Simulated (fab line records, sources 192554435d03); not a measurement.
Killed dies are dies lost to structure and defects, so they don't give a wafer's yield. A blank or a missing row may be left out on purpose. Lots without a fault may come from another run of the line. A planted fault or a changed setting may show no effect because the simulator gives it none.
Split-lot experiment | flow n5_finfet | 7 lots, 21 wafers read, on a route of 1938 steps

THE SPLIT
At N5_MOL_CONTACT_COAG_CVD_140 (deposits W, target thk 66.5 nm, time 215 s), the setting target_thk_a was moved away from the recipe's 665 angstrom on 6 of the 21 wafers read, by -9.4% to +5.6%. The other wafers ran this setting at the recipe's value.

The reading is taken at the split's own step.

THE READING
W_of_MOL_CONTACT_COAG_CVD_140.thk_nm (the simulator's own value, which no gauge read), in nm, at N5_MOL_CONTACT_COAG_CVD_140 (deposits W, target thk 66.5 nm, time 215 s). The file gives no usual value for it. The 15 wafers here that ran the recipe average 66.3 nm, standard deviation 0.61 nm.

wafer  | tool, chamber at the split | target_thk_a as run, angstrom | against the recipe | W_of_MOL_CONTACT_COAG_CVD_140.thk_nm, nm | against lot-mates on the recipe
L074.2 | cvd_w-01, 1                | 665                           | recipe             | 66.6                                     | -
L074.3 | cvd_w-01, 0                | 665                           | recipe             | 66.4                                     | -
L074.4 | cvd_w-01, 1                | 665                           | recipe             | 66                                       | -
L079.3 | cvd_w-01, 1                | 665                           | recipe             | 66.6                                     | -
L079.4 | cvd_w-01, 0                | 665                           | recipe             | 66                                       | -
L079.5 | cvd_w-01, 0                | 637.8                         | -4.1%              | 64                                       | -2.3
L081.1 | cvd_w-02, 0                | 665                           | recipe             | 66.6                                     | -
L081.3 | cvd_w-02, 0                | 702                           | +5.6%              | 70.6                                     | +4.1
L081.5 | cvd_w-02, 1                | 665                           | recipe             | 66.4                                     | -
L082.1 | cvd_w-02, 1                | 665                           | recipe             | 67.6                                     | -
L082.2 | cvd_w-02, 0                | 665                           | recipe             | 66.2                                     | -
L082.4 | cvd_w-02, 0                | 665                           | recipe             | 66.8                                     | -
L083.2 | cvd_w-01, 1                | 665                           | recipe             | 65.6                                     | -
L083.4 | cvd_w-01, 0                | 665                           | recipe             | 65                                       | -
L083.5 | cvd_w-01, 1                | 617.6                         | -7.1%              | 60.8                                     | -4.5
L087.2 | cvd_w-01, 0                | 602.8                         | -9.4%              | 60.4                                     | -6.6
L087.4 | cvd_w-01, 1                | 665                           | recipe             | 67                                       | -
L087.5 | cvd_w-01, 1                | 602.8                         | -9.4%              | 61                                       | -6.0
L097.1 | cvd_w-01, 1                | 665                           | recipe             | 66.6                                     | -
L097.3 | cvd_w-01, 0                | 665                           | recipe             | 65.6                                     | -
L097.6 | cvd_w-01, 0                | 700.8                         | +5.4%              | 69.8                                     | +3.7

THE FIT
A straight line over all 21 wafers: W_of_MOL_CONTACT_COAG_CVD_140.thk_nm changes by +0.654 nm for each +1% of target_thk_a; r = +0.97; the points scatter about the line by 0.63 nm.
The same after taking each lot's own level away (the mean of its wafers on the recipe; 21 wafers): +0.672 nm for each +1%; r = +0.99; scatter 0.37 nm.
On that fit, the largest move of target_thk_a shifts the reading by 6.3 nm.
The lots' own levels span 65.30 to 67.00 nm, that is 2.8 times the standard deviation above.
So the lot-to-lot level changes the slope little: the two slopes agree.
Check: with one of the wafers moved furthest among these (-9.4%) left out of the fit, the line predicts -6.07 nm for it against its lot-mates. It came out at -6.6 nm against them.

THE FILE'S OWN FIT
W_of_MOL_CONTACT_COAG_CVD_140.thk_nm changes by +0.666 nm for each +1% of target_thk_a, r = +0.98.
